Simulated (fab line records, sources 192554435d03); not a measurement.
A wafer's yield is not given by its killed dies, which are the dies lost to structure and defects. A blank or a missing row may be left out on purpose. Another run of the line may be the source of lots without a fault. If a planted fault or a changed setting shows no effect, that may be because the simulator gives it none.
Chamber matching | flow n5Finfet | N5_BEOL_M13_TRENCH_ETCH_34 on rieDiel-03 has 4 sister chambers
The step etches SiOC in C4F8/O2/Ar, target depth 413.47 nm, time 162.6 s. 8 wafers are shown with their chamber, then 7 later ones without.

WAFERS, EACH WITH ITS CHAMBER
wafer  | chamber | drypumpMotorCurrentA (A) | showerheadPlenumPTorr (Torr)
L083.1 | 0       | 5.5                      | 3.36
L084.1 | 1       | 5.4                      | 3.33
L084.6 | 2       | 6.1                      | 3.27
L086.3 | 3       | 5.1                      | 3.56
L086.4 | 1       | 5.4                      | 3.33
L086.5 | 0       | 5.5                      | 3.36
L090.2 | 3       | 5.1                      | 3.56
L090.3 | 2       | 6.2                      | 3.26

WAFERS WITHOUT THEIR CHAMBER
wafer  | drypumpMotorCurrentA (A) | showerheadPlenumPTorr (Torr)
L090.4 | 5.5                      | 3.36
L089.1 | 5.1                      | 3.56
L089.3 | 5.5                      | 3.36
L089.4 | 5.4                      | 3.33
L096.1 | 5.4                      | 3.32
L096.3 | 5.1                      | 3.55
L096.5 | 6.2                      | 3.25

THE CHAMBER EACH PASSED THROUGH
wafer  | from the rows above | in truth
L090.4 | 0                   | 0
L089.1 | 3                   | 3
L089.3 | 0                   | 0
L089.4 | 1                   | 1
L096.1 | 1                   | 1
L096.3 | 3                   | 3
L096.5 | 2                   | 2
Correct placement for 7 of the 7. Number that these rows cannot place: 0. Wrongly placed: 0.
How it was worked out, from the rows above alone: a wafer's distance from a chamber is the root of the sum, over the readings, of the square of ((its reading less the chamber's mean) divided by the reading's scatter). If the next closest chamber is less than 2 further off than the closest, the wafer can't be placed; otherwise it belongs to the closest. Each chamber's mean is taken over the wafers shown for it. The scatter: take each reading less its chamber's mean, square it, sum over the shown wafers, divide by the number of wafers less the number of chambers, and take the root.
